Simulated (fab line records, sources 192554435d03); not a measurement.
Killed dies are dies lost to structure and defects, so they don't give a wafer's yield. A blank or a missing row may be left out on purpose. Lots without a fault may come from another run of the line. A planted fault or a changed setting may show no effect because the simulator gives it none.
Which tool did it? | flow n5_finfet | 12 lots, 35 wafers sampled, at 2 steps of a route of 1938

WHAT THE GAUGES READ, wafer by wafer
N5_HKMG_FIN_THK_MEAS_70: measures by xrf. Usual: HK_THK 1.624 nm, standard deviation 0.02.
lot  | measured    | on            | HK_THK (nm)       | flag
L743 | day 4 02:33 | film_metro-01 | 1.640 1.632 1.640 |
L744 | day 4 12:49 | film_metro-01 | 1.631 1.641 1.619 |
L745 | day 4 14:50 | film_metro-01 | 1.660 1.635 1.625 |
L746 | day 5 01:23 | film_metro-01 | 1.625 1.636 1.614 |
L747 | day 5 02:22 | film_metro-02 | 1.631 1.638 1.561 |
L748 | day 5 09:59 | film_metro-01 | 1.612 1.626 1.620 |
L749 | day 5 13:44 | film_metro-01 | 1.632 1.633 1.656 |
L752 | day 6 09:26 | film_metro-02 | 1.647 1.613 1.634 |
L759 | day 8 00:41 | film_metro-01 | 1.617 1.648       |
L760 | day 8 08:02 | film_metro-01 | 1.609 1.615 1.618 |
L763 | day 9 02:04 | film_metro-02 | 1.623 1.602 1.602 |
L764 | day 9 08:40 | film_metro-02 | 1.608 1.584 1.615 |

WHICH TOOL RAN EACH LOT (tool, then ch and the chambers of the sampled wafers, then the start)
lot  | N5_HKMG_FIN_ALD_79
L743 | ald_metal-04 ch 1,2,3, day 4 01:30
L744 | ald_metal-04 ch 0,1,3, day 4 11:44
L745 | ald_metal-03 ch 0,3, day 4 13:44
L746 | ald_metal-02 ch 1,3, day 5 00:05
L747 | ald_metal-03 ch 0,2,3, day 5 01:08
L748 | ald_metal-04 ch 1,2, day 5 08:56
L749 | ald_metal-02 ch 1,2,3, day 5 12:35
L752 | ald_metal-04 ch 0,1,2, day 6 08:23
L759 | ald_metal-03 ch 1,2, day 7 23:39
L760 | ald_metal-03 ch 1,2, day 8 06:56
L763 | ald_metal-04 ch 0,2, day 9 01:01
L764 | ald_metal-04 ch 1,2,3, day 9 07:37
- N5_HKMG_FIN_ALD_79: deposits TiN, target thk 1.5 nm, pulse time 1 s, purge time 3 s.

WHAT THE TOOLS THEMSELVES READ (means of the sampled wafers that have a number; where no wafer has one, the mark that the record gives instead)
N5_HKMG_FIN_ALD_79. Usual: heater_power_w 909 W, standard deviation 72; precursor_pulse_height_rel 1.001, standard deviation 0.02.
lot  | tool         | heater_power_w (W) | precursor_pulse_height_rel | flag
L743 | ald_metal-04 | 896                | 1.000                      |
L744 | ald_metal-04 | 904                | 1.001                      |
L745 | ald_metal-03 | 904                | 1.013                      |
L746 | ald_metal-02 | 911                | 0.994                      |
L747 | ald_metal-03 | 946                | 0.992                      |
L748 | ald_metal-04 | 918                | 1.010                      |
L749 | ald_metal-02 | 880                | 0.997                      |
L752 | ald_metal-04 | 883                | 1.010                      |
L759 | ald_metal-03 | 1054               | 0.991                      |
L760 | ald_metal-03 | 1048               | 0.988                      |
L763 | ald_metal-04 | 825                | 0.993                      |
L764 | ald_metal-04 | 890                | 0.978                      |

THE ANSWER, worked out from the rows above alone
Rule: a lot is off if the mean of its wafers that have a number lies more than 3 standard deviations from the usual mean. A lot without any number at a reading at which 4 lots or more have one is off too. The other lots that the step has rows for count as sound. The gauges are gone through in route order, then the tools' own readings, and for those a lot's mean is taken as printed above. The first step at which some lot is off is used, and at that step the reading that is off furthest; a lot without a number counts as furthest.
No lot is off at any reading shown: from this, nothing can be told.

WHAT THE SIMULATOR HAD PUT IN
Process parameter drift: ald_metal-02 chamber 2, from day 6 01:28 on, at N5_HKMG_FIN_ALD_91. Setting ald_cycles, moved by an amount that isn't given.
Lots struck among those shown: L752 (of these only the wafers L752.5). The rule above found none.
